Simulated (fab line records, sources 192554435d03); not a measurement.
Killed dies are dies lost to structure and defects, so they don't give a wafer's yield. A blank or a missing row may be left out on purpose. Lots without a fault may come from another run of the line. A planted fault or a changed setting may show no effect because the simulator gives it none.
A struck lot beside a sound one | flow n5_finfet | 36 steps out of a route of 1938
Sound: wafers L140.2, L140.4, L140.5. Struck: wafers L136.1, L136.3, L136.6. The cause comes at the end.
At each step with rows: each side's tool, then ch and its chambers, then its first start. Under that, the readings that differ: sound wafers | struck wafers | difference of the means | sigmas: that difference in standard deviations of wafers without a fault.
alike: readings whose means differ by less than 2 such deviations, and words and numbers that are the same on both sides. not compared: withheld readings, readings that some wafer has no value for, bounds like >300 that may hide the same value, and numbers for which the record gives no deviation and whose values overlap.
The two part at a step that has a row with sigmas, a row that says differs or no value, or rows on one side only. Numbers that don't overlap but have no deviation are shown without sigmas and don't part them. A reading that every wafer of one side lacks parts them only if that side has two wafers or more.

first, 9 steps without rows for these wafers: N5_BEOL_M4_ANNEAL_95 (time 240 s); N5_BEOL_M4_SPUTTER_96 (material Cu, target thk 4.5 nm, time 8.29 s); N5_BEOL_M4_ECD_50 (material Cu, target thk 300 nm); N5_BEOL_M4_ANNEAL_51 (time 90 s); N5_BEOL_M4_CMP_52 (polishes, stops on SiOC, t overpolish 6.8 s, target thk 40 nm); N5_BEOL_M4_PRE_CLEAN_60 (time 15 s); N5_BEOL_M4_CO_CAP_55 (material Co, precursor CCTBA/H2, target thk 2 nm, time 102.1 s); N5_BEOL_M4_PRE_CLEAN_56 (time 15 s); N5_BEOL_M4_DEP_57 (deposits SiCN from 3MS/NH3, target thk 8 nm, time 14 s).
N5_BEOL_M4_RC_MEAS_101:
  sound on prober-02 ch 0, day 11 11:34; struck on prober-01 ch 0, day 10 08:13
  alike: DIBL_N, DIBL_P, IOFF_N, IOFF_P, ION_N, ION_P, SS_N, SS_P, VT_N, VT_P
then, 24 steps without rows for these wafers: N5_BEOL_M5_ILD_DEP_00 (deposits SiCOH lowk from DEMS/porogen, target thk 140.64 nm, time 25.9 s); N5_BEOL_M5_CURE_79 (cures SiCOH lowk, time 240 s); N5_BEOL_M5_PECVD_70 (deposits SiO2 from TEOS/O2, target thk 16 nm, time 18 s); N5_BEOL_M5_HM_DEP_02 (deposits TiN, target thk 20 nm); N5_BEOL_M5_COAT_59 (time 60 s, resist thk 60 nm); N5_BEOL_M5_COAT_60 (time 60 s, resist thk 12 nm); N5_BEOL_M5_COAT_71 (time 60 s, resist thk 5 nm); N5_BEOL_M5_COAT_05 (resist thk 30 nm); N5_BEOL_M5_EBR_07; N5_BEOL_M5_SOFTBAKE_06 (time 60 s); N5_BEOL_M5_EXPOSE_08 (exposes mask M5, target cd 28 nm); N5_BEOL_M5_PEB_09 (peb time 60 s); N5_BEOL_M5_DEVELOP_10 (develop time 30 s); N5_BEOL_M5_DESCUM_16 (chemistry O2, time 7 s); N5_BEOL_M5_ETCH_72 (etches underlayer in N2/H2, target depth 6.5 nm, time 5.2 s); N5_BEOL_M5_ETCH_61 (etches SiARC in CF4, target depth 15.6 nm, time 26 s); N5_BEOL_M5_ETCH_62 (etches SOC in N2/H2, target depth 75 nm, overetch 15 nm, time 112.5 s); N5_BEOL_M5_STRIP_63 (strips in N2/H2); N5_BEOL_M5_STRIP_73 (strips in N2/H2); N5_BEOL_M5_STRIP_64 (strips in CF4); N5_BEOL_M5_HM_OPEN_17 (chemistry Cl2/BCl3, target TiN, target depth 20 nm, overetch 6 nm); N5_BEOL_M5_STRIP_19 (strips in O2); N5_BEOL_M5_COAT_65 (time 60 s, resist thk 60 nm); N5_BEOL_M5_COAT_66 (time 60 s, resist thk 12 nm).
-- the record jumps here: 3 days lie between the struck wafers' starts before and after (it left off in module BEOL_M5 and takes up again in module BEOL_M15, whose first step shown is number 1813 of the route) --
N5_BEOL_M15_STRIP_37: strips in O2.
  sound on rie_diel-06 ch 0,1,3, day 15 08:12; struck on rie_diel-05 ch 0,1,2, day 13 16:47
  no value came back on the struck wafers for any of 7 readings (bias_power_w (W), chamber_pressure_mTorr (mTorr) and others); on the sound wafers bias_power_w (W) reads 0 0 0
  not compared: rf_hours_counter_h
N5_PASSIVATION_PROBE_49:
  sound on prober-02, day 16 00:19; struck on prober-01, day 14 12:34
  reading                  | sound          | struck         | difference | sigmas
  defect_limited_yield (%) | 91.2 90.8 91.1 | 0 0 0          | -91        | -57
  killed_at_M4_up          | 6 27 20        | 1092 1088 1074 | +1067      | +99 or more
  killed_dies              | 104 108 105    | 1180 1180 1180 | +1074      | +57
  killed_on_rim            | 14 17 16       | 152 152 152    | +136       | +35
  sort_bin_5_function (%)  | 5.5 5.0 5.3    | 96.6 96.7 95.7 | +91.1      | +83
  sort_n_pass              | 1076 1072 1075 | 0 0 0          | -1074      | -54
  sort_yield_pct (%)       | 91.2 90.8 91.1 | 0 0 0          | -91        | -54
  alike: killed_at_M0_to_M3, killed_at_contacts, killed_at_front_end, killed_at_other, killed_open, killed_short, sort_bin_6_memory

WHERE THEY PART
First at N5_BEOL_M15_STRIP_37; last, within this record, at N5_PASSIVATION_PROBE_49.

WHY: what the simulator had put in
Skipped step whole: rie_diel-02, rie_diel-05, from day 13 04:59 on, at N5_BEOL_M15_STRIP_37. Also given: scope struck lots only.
